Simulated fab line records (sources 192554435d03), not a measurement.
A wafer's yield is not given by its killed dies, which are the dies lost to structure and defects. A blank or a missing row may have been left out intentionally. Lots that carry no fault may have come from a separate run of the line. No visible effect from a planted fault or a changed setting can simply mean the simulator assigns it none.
Which tool is to blame? ; flow n5-finfet ; 24 lots, 72 wafers sampled, at 5 steps of a route of 1938

WHAT THE GAUGES READ, wafer by wafer
N5_BEOL_M11_INSPECT_58: inspects for defects (darkfield).
lot;measured;on;raw-defect-count
L075;day 10 19:31;defect-inspect-02;63 58 78
L074;day 10 19:25;defect-inspect-02;54 39 44
L077;day 11 01:10;defect-inspect-02;65 57 67
L076;day 11 02:01;defect-inspect-02;52 62 71
L078;day 12 03:46;defect-inspect-01;78 43 44
L079;day 12 05:40;defect-inspect-01;118 83 66
L081;day 12 11:28;defect-inspect-02;59 106 88
L082;day 12 19:46;defect-inspect-01;28 46 60
L080;day 13 02:14;defect-inspect-02;75 65 72
L083;day 13 05:55;defect-inspect-02;122 110 85
L085;day 13 14:33;defect-inspect-01;94 67 89
L086;day 13 14:19;defect-inspect-01;52 79 86
L084;day 13 18:04;defect-inspect-02;67 82 95
L088;day 13 23:24;defect-inspect-01;122 87 70
L087;day 13 22:46;defect-inspect-01;51 82 95
L089;day 14 11:25;defect-inspect-01;51 52 55
L090;day 14 11:43;defect-inspect-02;122 49 76
L092;day 14 22:21;defect-inspect-01;93 61 128
L093;day 15 08:47;defect-inspect-02;48 54 80
L091;day 15 08:05;defect-inspect-01;83 71 69
L094;day 15 16:18;defect-inspect-01;34 60 48
L095;day 15 23:08;defect-inspect-01;65 70 60
L096;day 16 08:35;defect-inspect-02;51 61 66
L097;day 17 06:10;defect-inspect-01;62 72 86

WHICH TOOL RAN EACH LOT (tool, then ch and the chambers of the sampled wafers, then the start)
lot;N5_BEOL_M10_CURE_72;N5_BEOL_M10_ALD_74;N5_BEOL_M11_DESCUM_33;N5_BEOL_M11_ETCH_65
L075;uv-cure-03 ch 1, day 10 06:23;ald-metal-03 ch 1,2, day 10 06:53;rie-diel-06 ch 1,3, day 10 15:50;rie-diel-06 ch 1,3, day 10 15:52
L074;uv-cure-01 ch 2, day 10 09:30;ald-metal-03 ch 0,1,2, day 10 09:59;rie-diel-01 ch 0,2,3, day 10 15:47;rie-diel-01 ch 0,2,3, day 10 15:49
L077;uv-cure-02 ch 1, day 10 13:31;ald-metal-03 ch 0,1,3, day 10 14:39;rie-diel-05 ch 1,2, day 10 20:19;rie-diel-05 ch 1,2, day 10 20:22
L076;uv-cure-03 ch 2, day 10 16:24;ald-metal-02 ch 1,2,3, day 10 17:14;rie-diel-05 ch 0,1,3, day 10 22:31;rie-diel-05 ch 0,1,3, day 10 22:34
L078;uv-cure-01 ch 2, day 11 15:34;ald-metal-01 ch 1,2, day 11 16:20;rie-diel-01 ch 0,1,3, day 11 23:59;rie-diel-01 ch 0,1,3, day 12 00:01
L079;uv-cure-02 ch 1, day 11 15:37;ald-metal-02 ch 0,2,3, day 11 16:25;rie-diel-01 ch 0,1,3, day 12 01:33;rie-diel-01 ch 0,1,3, day 12 01:35
L081;uv-cure-03 ch 2, day 12 00:40;ald-metal-01 ch 2,3, day 12 01:08;rie-diel-01 ch 0,1,3, day 12 06:29;rie-diel-01 ch 0,1,3, day 12 06:31
L082;uv-cure-02 ch 1, day 12 09:02;ald-metal-01 ch 0,2,3, day 12 09:33;rie-diel-05 ch 1,2,3, day 12 15:53;rie-diel-05 ch 1,2,3, day 12 15:56
L080;uv-cure-02 ch 1, day 12 15:49;ald-metal-02 ch 1,2,3, day 12 18:04;rie-diel-05 ch 0,1, day 12 23:16;rie-diel-05 ch 0,1, day 12 23:18
L083;uv-cure-03 ch 2, day 12 18:24;ald-metal-01 ch 0,2,3, day 12 19:14;rie-diel-05 ch 1,2,3, day 13 02:14;rie-diel-05 ch 1,2,3, day 13 02:17
L085;uv-cure-02 ch 0, day 13 03:35;ald-metal-03 ch 0,2,3, day 13 04:01;rie-diel-06 ch 1,3, day 13 11:17;rie-diel-06 ch 1,3, day 13 11:19
L086;uv-cure-02 ch 2, day 13 03:59;ald-metal-01 ch 0,1,2, day 13 04:41;rie-diel-01 ch 0,1,3, day 13 11:02;rie-diel-01 ch 0,1,3, day 13 11:04
L084;uv-cure-01 ch 0, day 13 07:22;ald-metal-03 ch 0,1,2, day 13 07:51;rie-diel-01 ch 1,3, day 13 13:37;rie-diel-01 ch 1,3, day 13 13:38
L088;uv-cure-02 ch 0, day 13 11:44;ald-metal-02 ch 1,2, day 13 12:23;rie-diel-01 ch 0,2,3, day 13 19:43;rie-diel-01 ch 0,2,3, day 13 19:45
L087;uv-cure-02 ch 1, day 13 12:18;ald-metal-03 ch 0,2, day 13 13:17;rie-diel-06 ch 0,1,2, day 13 19:33;rie-diel-06 ch 0,1,2, day 13 19:35
L089;uv-cure-01 ch 0, day 14 02:31;ald-metal-03 ch 0,1,3, day 14 02:59;rie-diel-06 ch 0,1,3, day 14 07:22;rie-diel-06 ch 0,1,3, day 14 07:23
L090;uv-cure-02 ch 0, day 14 02:32;ald-metal-02 ch 0,1,2, day 14 03:04;rie-diel-05 ch 0,2,3, day 14 07:40;rie-diel-05 ch 0,2,3, day 14 07:41
L092;uv-cure-03 ch 0, day 14 10:16;ald-metal-02 ch 0,1, day 14 10:37;rie-diel-05 ch 1,2, day 14 17:39;rie-diel-05 ch 1,2, day 14 17:41
L093;uv-cure-01 ch 0, day 14 21:53;ald-metal-01 ch 0,1,3, day 14 22:46;rie-diel-01 ch 0,2, day 15 05:15;rie-diel-01 ch 0,2, day 15 05:17
L091;uv-cure-03 ch 0, day 14 22:03;ald-metal-02 ch 0,2,3, day 14 22:50;rie-diel-01 ch 0,1,2, day 15 04:47;rie-diel-01 ch 0,1,2, day 15 04:49
L094;uv-cure-01 ch 0, day 15 05:16;ald-metal-02 ch 0,2,3, day 15 05:52;rie-diel-05 ch 0,1,3, day 15 12:15;rie-diel-05 ch 0,1,3, day 15 12:17
L095;uv-cure-03 ch 2, day 15 11:51;ald-metal-01 ch 0,2,3, day 15 12:27;rie-diel-05 ch 1,3, day 15 19:02;rie-diel-05 ch 1,3, day 15 19:05
L096;uv-cure-02 ch 2, day 15 20:00;ald-metal-02 ch 0,2, day 15 20:34;rie-diel-01 ch 1,2,3, day 16 04:48;rie-diel-01 ch 1,2,3, day 16 04:50
L097;uv-cure-02 ch 0, day 16 17:15;ald-metal-03 ch 1,2,3, day 16 19:58;rie-diel-05 ch 0,2,3, day 17 01:46;rie-diel-05 ch 0,2,3, day 17 01:47
- N5_BEOL_M10_CURE_72: cures SiCOH lowk, time 120 s.
- N5_BEOL_M10_ALD_74: deposits TaN, target thk 2 nm, pulse time 2 s, purge time 3 s.
- N5_BEOL_M11_DESCUM_33: chemistry O2, time 7.9 s.
- N5_BEOL_M11_ETCH_65: etches SiARC in CF4, target depth 39 nm, time 65 s.

WHAT THE TOOLS THEMSELVES READ (means of the sampled wafers that have a number; where no wafer has one, the mark that the record gives instead)
N5_BEOL_M10_CURE_72.
lot;tool;lamp-power-pct (%);wafer_temp_C_max
L075;uv-cure-03;52.34;371.5
L074;uv-cure-01;52.30;371.8
L077;uv-cure-02;52.26;371.5
L076;uv-cure-03;52.29;373.0
L078;uv-cure-01;52.38;372.2
L079;uv-cure-02;52.31;371.1
L081;uv-cure-03;52.31;372.1
L082;uv-cure-02;52.31;371.9
L080;uv-cure-02;52.29;371.4
L083;uv-cure-03;52.32;372.7
L085;uv-cure-02;52.35;372.2
L086;uv-cure-02;52.34;371.1
L084;uv-cure-01;52.28;372.0
L088;uv-cure-02;52.31;372.5
L087;uv-cure-02;52.26;371.3
L089;uv-cure-01;52.32;371.8
L090;uv-cure-02;52.32;372.4
L092;uv-cure-03;52.36;371.4
L093;uv-cure-01;52.33;371.9
L091;uv-cure-03;52.32;371.6
L094;uv-cure-01;52.29;371.5
L095;uv-cure-03;52.31;372.8
L096;uv-cure-02;52.30;371.1
L097;uv-cure-02;52.33;372.7

N5_BEOL_M10_ALD_74.
lot;tool;heater-power-w (W)
L075;ald-metal-03;488
L074;ald-metal-03;457
L077;ald-metal-03;421
L076;ald-metal-02;436
L078;ald-metal-01;404
L079;ald-metal-02;440
L081;ald-metal-01;397
L082;ald-metal-01;396
L080;ald-metal-02;428
L083;ald-metal-01;392
L085;ald-metal-03;450
L086;ald-metal-01;406
L084;ald-metal-03;458
L088;ald-metal-02;440
L087;ald-metal-03;483
L089;ald-metal-03;417
L090;ald-metal-02;436
L092;ald-metal-02;430
L093;ald-metal-01;378
L091;ald-metal-02;436
L094;ald-metal-02;439
L095;ald-metal-01;392
L096;ald-metal-02;449
L097;ald-metal-03;458

N5_BEOL_M11_DESCUM_33.
lot;tool;drypump-motor-current-A (A);oes-product-au (a.u.);rf-vpp-V (V);showerhead-plenum-p-Torr (Torr);temp-c (C);throttle-valve-pct (%)
L075;rie-diel-06;5.3;0.86;243.3;2.07;39.96;20.28
L074;rie-diel-01;5.7;0.75;244.4;2.12;40.06;20.36
L077;rie-diel-05;5.4;0.80;243.0;2.11;39.87;20.27
L076;rie-diel-05;5.6;0.73;243.9;2.12;40.06;20.42
L078;rie-diel-01;5.9;0.85;243.2;2.15;40.02;20.43
L079;rie-diel-01;6.0;0.84;243.7;2.15;40.05;20.44
L081;rie-diel-01;5.9;0.84;243.6;2.15;40.08;20.44
L082;rie-diel-05;5.4;0.75;243.6;2.09;40.05;20.44
L080;rie-diel-05;5.8;0.75;244.3;2.15;40.11;20.32
L083;rie-diel-05;5.5;0.75;242.5;2.09;40.04;20.44
L085;rie-diel-06;5.3;0.86;243.5;2.09;40.07;20.18
L086;rie-diel-01;6.0;0.82;244.3;2.15;39.96;20.46
L084;rie-diel-01;5.8;0.78;243.5;2.14;39.97;20.30
L088;rie-diel-01;5.7;0.82;243.8;2.11;39.93;20.32
L087;rie-diel-06;5.6;0.76;244.0;2.11;39.96;20.36
L089;rie-diel-06;5.5;0.79;243.7;2.09;40.01;20.30
L090;rie-diel-05;5.7;0.83;244.4;2.11;40.00;20.34
L092;rie-diel-05;5.5;0.78;243.2;2.10;39.91;20.33
L093;rie-diel-01;5.6;0.86;243.3;2.09;40.01;20.37
L091;rie-diel-01;5.8;0.86;243.2;2.12;40.00;20.51
L094;rie-diel-05;5.6;0.80;243.6;2.11;39.98;20.35
L095;rie-diel-05;5.4;0.81;243.5;2.09;39.89;20.33
L096;rie-diel-01;5.7;0.91;242.4;2.11;40.06;20.23
L097;rie-diel-05;5.7;0.79;242.9;2.10;40.10;20.39

N5_BEOL_M11_ETCH_65.
lot;tool;drypump-motor-current-A (A);etch-rf-on-time-s (s);oes-product-au (a.u.);rf-vpp-V (V);showerhead-plenum-p-Torr (Torr);throttle-valve-pct (%)
L075;rie-diel-06;5.3;64.6;0.73;184.3;2.12;15.50
L074;rie-diel-01;5.7;65.1;0.64;184.7;2.17;15.56
L077;rie-diel-05;5.4;64.0;0.69;184.8;2.15;15.45
L076;rie-diel-05;5.6;64.5;0.63;184.6;2.16;15.63
L078;rie-diel-01;5.9;63.9;0.73;184.6;2.19;15.54
L079;rie-diel-01;5.9;64.1;0.72;185.5;2.19;15.55
L081;rie-diel-01;5.9;64.1;0.72;184.6;2.19;15.55
L082;rie-diel-05;5.4;64.6;0.65;183.7;2.14;15.64
L080;rie-diel-05;5.8;64.4;0.64;184.5;2.20;15.53
L083;rie-diel-05;5.5;64.2;0.65;184.1;2.14;15.64
L085;rie-diel-06;5.3;65.2;0.73;184.2;2.16;15.44
L086;rie-diel-01;5.9;64.3;0.70;184.1;2.18;15.56
L084;rie-diel-01;5.9;64.3;0.67;184.8;2.19;15.56
L088;rie-diel-01;5.7;64.8;0.71;184.0;2.16;15.46
L087;rie-diel-06;5.6;66.5;0.64;184.8;2.17;15.65
L089;rie-diel-06;5.5;66.1;0.67;183.0;2.16;15.58
L090;rie-diel-05;5.7;64.6;0.71;183.8;2.16;15.57
L092;rie-diel-05;5.4;64.1;0.68;185.1;2.15;15.56
L093;rie-diel-01;5.5;65.1;0.75;183.9;2.12;15.39
L091;rie-diel-01;5.8;64.7;0.74;185.1;2.15;15.51
L094;rie-diel-05;5.7;63.5;0.68;184.0;2.15;15.50
L095;rie-diel-05;5.4;62.2;0.70;184.1;2.12;15.46
L096;rie-diel-01;5.7;64.1;0.78;184.5;2.16;15.35
L097;rie-diel-05;5.7;63.4;0.68;183.4;2.15;15.60

THE ANSWER, worked out from the rows above alone
Rule: usual is defined by the lots themselves. Put in order of their means at a reading, lots are off if they are a third of the lots or fewer, leave a main group of 4 or more, and stand apart from it by a gap of 3 or more times the standard deviation of the main group's means; of several such gaps the widest counts. A main group whose means are all the same, to the digits that the tables above print for the reading, isn't used. Also off: a lot with no number at a reading for which 4 or more lots have one. The other lots that the step has rows for count as sound. Order of review: gauges by route order, followed by the tools' own readings, for which a lot's mean as printed above is used. At the first step where some lot is off, the reading lying furthest off is the one used; lots without a number count as furthest.
Nothing can be told from this: no lot is off at any reading shown.

WHAT WAS PUT IN BY THE SIMULATOR
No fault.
